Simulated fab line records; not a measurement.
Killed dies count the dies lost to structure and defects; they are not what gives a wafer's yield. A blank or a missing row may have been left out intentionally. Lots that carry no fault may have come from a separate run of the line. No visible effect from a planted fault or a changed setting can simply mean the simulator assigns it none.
Which of the tools did it? | flow n5-finfet | 10 lots, 30 wafers sampled, at 5 steps of a route of 1938

== WHAT THE GAUGES SHOWED, per wafer ==
N5_HKMG_FIN_THK_MEAS_70: measures by xrf. Usual: HK_THK 1.582 nm, standard deviation 0.017.
lot  | measured    | on            | HK_THK (nm)       | flag
L605 | day 4 05:59 | film-metro-01 | 1.584 1.578 1.577 |
L606 | day 4 08:37 | film-metro-02 | 1.550 1.587 1.551 |
L607 | day 4 13:32 | film-metro-02 | 1.625 1.572 1.597 |
L610 | day 5 07:13 | film-metro-02 | 1.589 1.588 1.608 |
L616 | day 7 01:17 | film-metro-01 | 1.578 1.610 1.586 |
L617 | day 7 04:58 | film-metro-01 | 1.589 1.564 1.589 |
L620 | day 7 20:58 | film-metro-01 | 1.568 1.590 1.580 |
L625 | day 9 01:55 | film-metro-01 | 1.579 1.569 1.557 |
L626 | day 9 08:20 | film-metro-01 | 1.564 1.555 1.581 |
L627 | day 9 16:39 | film-metro-01 | 1.586 1.588 1.573 |

N5_HKMG_FIN_CD_MEAS_12: the cd target is 92.8 nm. Usual: cd-nm 93.0 nm, standard deviation 0.62.
lot  | measured    | on        | cd-nm (nm)     | flag
L605 | day 4 06:52 | cd-sem-03 | 92.1 91.9 92.8 |
L606 | day 4 09:30 | cd-sem-01 | 93.7 94.1 93.2 |
L607 | day 4 14:24 | cd-sem-03 | 93.4 92.8 93.3 |
L610 | day 5 08:05 | cd-sem-02 | 92.6 93.7 93.9 |
L616 | day 7 02:09 | cd-sem-02 | 93.4 93.2 92.5 |
L617 | day 7 05:50 | cd-sem-02 | 93.1 92.6 92.8 |
L620 | day 7 21:50 | cd-sem-02 | 92.3 92.2 93.2 |
L625 | day 9 02:40 | cd-sem-01 | 92.3 92.0 92.6 |
L626 | day 9 09:12 | cd-sem-03 | 93.1 93.8 93.7 |
L627 | day 9 17:31 | cd-sem-02 | 93.1 93.5 92.5 |

N5_BEOL_M4_RC_MEAS_101. Usual: DIBL_N 36.1 mV/V, standard deviation 1.6; DIBL_P 35.8 mV/V, standard deviation 2.1; IOFF_N 0.16 nA/um, standard deviation 0.031; IOFF_P 0.21 nA/um, standard deviation 0.034; ION_N 673 uA/um, standard deviation 12; ION_P 461 uA/um, standard deviation 7.2; SS_N 71.4 mV/dec, standard deviation 0.59; SS_P 73.3 mV/dec, standard deviation 0.63; VT_N 250 mV, standard deviation 3.1; VT_P -250 mV, standard deviation 3.3.
lot  | measured     | on        | DIBL_N (mV/V)  | DIBL_P (mV/V)  | IOFF_N (nA/um) | IOFF_P (nA/um) | ION_N (uA/um) | ION_P (uA/um) | SS_N (mV/dec)  | SS_P (mV/dec)  | VT_N (mV)   | VT_P (mV)      | flag
L605 | day 8 07:15  | prober-02 | 36.1 36.0 36.9 | 36.1 35.6 36.0 | 0.17 0.16 0.17 | 0.21 0.21 0.21 | 676 670 689   | 463 457 465   | 71.7 71.8 71.4 | 73.4 73.3 74.3 | 248 249 247 | -253 -250 -252 |
L606 | day 8 07:31  | prober-01 | 35.3 38.5 36.4 | 35.4 38.8 37.1 | 0.15 0.21 0.16 | 0.19 0.24 0.23 | 674 687 674   | 457 461 465   | 71.6 72.6 71.7 | 73.0 73.6 73.4 | 249 245 250 | -251 -249 -247 |
L607 | day 8 18:02  | prober-02 | 34.3 35.6 35.1 | 33.2 35.8 33.9 | 0.11 0.13 0.12 | 0.15 0.19 0.16 | 661 663 661   | 454 458 460   | 71.0 70.2 71.0 | 72.4 73.4 72.8 | 254 251 254 | -255 -254 -254 |
L610 | day 9 10:52  | prober-01 | 39.2 37.8 38.8 | 40.4 38.3 38.2 | 0.20 0.17 0.19 | 0.27 0.25 0.24 | 688 676 675   | 470 465 461   | 71.9 71.4 72.3 | 74.5 74.2 73.5 | 246 248 252 | -246 -245 -248 |
L616 | day 11 06:13 | prober-01 | 34.2 34.6 36.7 | 34.8 36.0 36.9 | 0.14 0.15 0.18 | 0.20 0.21 0.21 | 666 688 687   | 463 478 471   | 70.9 71.3 71.7 | 72.3 72.5 73.6 | 250 248 247 | -249 -250 -254 |
L617 | day 11 10:46 | prober-01 | 36.6 36.2 33.7 | 36.1 34.7 32.1 | 0.16 0.15 0.12 | 0.22 0.19 0.16 | 667 665 658   | 463 457 448   | 71.8 71.3 70.5 | 73.7 72.7 72.8 | 249 253 252 | -248 -249 -251 |
L620 | day 11 19:40 | prober-01 | 35.4 33.9 32.9 | 35.8 34.5 33.4 | 0.15 0.13 0.11 | 0.21 0.18 0.17 | 672 656 646   | 465 454 457   | 71.2 70.8 70.6 | 73.1 72.5 72.7 | 249 254 253 | -250 -250 -252 |
L625 | day 13 07:11 | prober-02 | 35.3 37.0 37.0 | 34.9 37.4 35.8 | 0.15 0.18 0.18 | 0.23 0.26 0.23 | 667 670 675   | 470 470 465   | 71.1 71.5 71.3 | 73.2 73.6 73.6 | 253 247 249 | -247 -247 -247 |
L626 | day 13 12:44 | prober-01 | 36.8 38.2 37.3 | 35.8 38.7 36.1 | 0.18 0.21 0.17 | 0.22 0.29 0.23 | 676 685 675   | 465 469 462   | 71.4 72.2 71.9 | 73.6 74.5 73.7 | 247 244 249 | -247 -246 -249 |
L627 | day 13 13:10 | prober-02 | 33.8 39.8 37.5 | 31.7 39.0 36.7 | 0.11 0.26 0.18 | 0.18 0.31 0.27 | 650 699 690   | 464 474 471   | 70.8 71.7 71.7 | 71.4 73.9 73.3 | 253 241 244 | -249 -241 -244 |

== TOOL THAT RAN EACH LOT (tool first, then ch and the chambers of the sampled wafers, then the start) ==
lot  | N5_HKMG_FIN_ALD_36                 | N5_HKMG_FIN_STRIP_90
L605 | ald-metal-04 ch 0,1,2, day 4 05:43 | rie-diel-02 ch 1,2,3, day 4 09:46
L606 | ald-metal-04 ch 0,1,3, day 4 08:20 | rie-diel-04 ch 2,3, day 4 12:24
L607 | ald-metal-01 ch 0,1,3, day 4 13:15 | rie-diel-04 ch 0,1,3, day 4 16:57
L610 | ald-metal-03 ch 0,1,3, day 5 06:56 | rie-diel-02 ch 1,2,3, day 5 10:38
L616 | ald-metal-03 ch 1,2,3, day 7 01:00 | rie-diel-04 ch 1,2,3, day 7 04:53
L617 | ald-metal-04 ch 0,3, day 7 04:41   | rie-diel-04 ch 0,2, day 7 08:30
L620 | ald-metal-01 ch 1,2, day 7 20:41   | rie-diel-04 ch 1,3, day 8 00:23
L625 | ald-metal-03 ch 1,3, day 9 01:38   | rie-diel-02 ch 0,2,3, day 9 05:37
L626 | ald-metal-04 ch 1,3, day 9 08:03   | rie-diel-02 ch 0,1, day 9 11:44
L627 | ald-metal-04 ch 1,2,3, day 9 16:22 | rie-diel-02 ch 0,2, day 9 20:15
- N5_HKMG_FIN_ALD_36: deposits TiN, target thk 1 nm, pulse time 1 s, purge time 3 s.
- N5_HKMG_FIN_STRIP_90: strips SOC in N2/H2, time 20 s.

== WHAT THE TOOLS THEMSELVES READ (means of the sampled wafers that have a number; where no wafer has one, the mark that the record gives instead) ==
N5_HKMG_FIN_ALD_36. Usual: heater-power-w 947 W, standard deviation 94; precursor-pulse-height-rel 1.002, standard deviation 0.019.
lot  | tool         | heater-power-w (W) | precursor-pulse-height-rel | flag
L605 | ald-metal-04 | 901                | 0.997                      |
L606 | ald-metal-04 | 936                | 0.992                      |
L607 | ald-metal-01 | 915                | 0.990                      |
L610 | ald-metal-03 | 964                | 0.986                      |
L616 | ald-metal-03 | 1000               | 1.028                      |
L617 | ald-metal-04 | 900                | 1.001                      |
L620 | ald-metal-01 | 939                | 0.999                      |
L625 | ald-metal-03 | 1006               | 0.989                      |
L626 | ald-metal-04 | 1013               | 0.991                      |
L627 | ald-metal-04 | 965                | 1.003                      |

N5_HKMG_FIN_STRIP_90. Usual: bias-power-w 7.999 W, standard deviation 0.022; drypump-motor-current-A 5.8 A, standard deviation 0.45; oes-product-au 0.78 a.u., standard deviation 0.065; power-w 500.0 W, standard deviation 1.5; rf-vpp-V 54.3 V, standard deviation 0.85; showerhead-plenum-p-Torr 3.38 Torr, standard deviation 0.064; throttle-valve-pct 18.94 %, standard deviation 0.29.
lot  | tool        | bias-power-w (W) | drypump-motor-current-A (A) | oes-product-au (a.u.) | power-w (W) | rf-vpp-V (V) | showerhead-plenum-p-Torr (Torr) | throttle-valve-pct (%) | flag
L605 | rie-diel-02 | 8.005            | 5.9                         | 0.77                  | 500.2       | 54.0         | 3.40                            | 18.88                  |
L606 | rie-diel-04 | 7.998            | 5.9                         | 0.79                  | 501.3       | 55.3         | 3.41                            | 18.76                  |
L607 | rie-diel-04 | 7.998            | 5.5                         | 0.78                  | 499.4       | 53.8         | 3.40                            | 18.85                  |
L610 | rie-diel-02 | 8.013            | 5.9                         | 0.76                  | 497.7       | 55.2         | 3.39                            | 18.92                  |
L616 | rie-diel-04 | 8.001            | 5.7                         | 0.78                  | 500.5       | 53.4         | 3.40                            | 18.89                  |
L617 | rie-diel-04 | 7.996            | 5.5                         | 0.75                  | 500.5       | 53.5         | 3.36                            | 18.83                  |
L620 | rie-diel-04 | 8.024            | 5.6                         | 0.74                  | 499.1       | 54.1         | 3.41                            | 18.87                  |
L625 | rie-diel-02 | 7.987            | 6.0                         | 0.78                  | 500.0       | 53.8         | 3.41                            | 18.90                  |
L626 | rie-diel-02 | 7.983            | 6.0                         | 0.63                  | 287.9       | 54.8         | 3.39                            | 18.61                  | OFF
L627 | rie-diel-02 | 7.985            | 6.5                         | 0.58                  | 288.3       | 54.2         | 3.45                            | 19.17                  | OFF

== THE ANSWER, worked out from the rows above alone ==
Rule: a lot is off if the mean of its wafers that have a number lies more than 3 standard deviations from the usual mean. A lot without any number at a reading at which 4 lots or more have one is off too. Where the step has rows for the other lots, those lots are counted as sound. Order of review: gauges by route order, followed by the tools' own readings, for which a lot's mean as printed above is used. At the first step where some lot is off, the reading lying furthest off is the one used; lots without a number count as furthest.
Off, at N5_HKMG_FIN_STRIP_90 on power-w: L626, L627.
If a tool, at that step or one of the process steps before it, ran each lot that is off and ran no sound lot following the first of them, it fits. Undecided on this evidence; 2 tools fit (ald-metal-04 at N5_HKMG_FIN_ALD_36, rie-diel-02 at N5_HKMG_FIN_STRIP_90).

== WHAT WAS PUT IN BY THE SIMULATOR ==
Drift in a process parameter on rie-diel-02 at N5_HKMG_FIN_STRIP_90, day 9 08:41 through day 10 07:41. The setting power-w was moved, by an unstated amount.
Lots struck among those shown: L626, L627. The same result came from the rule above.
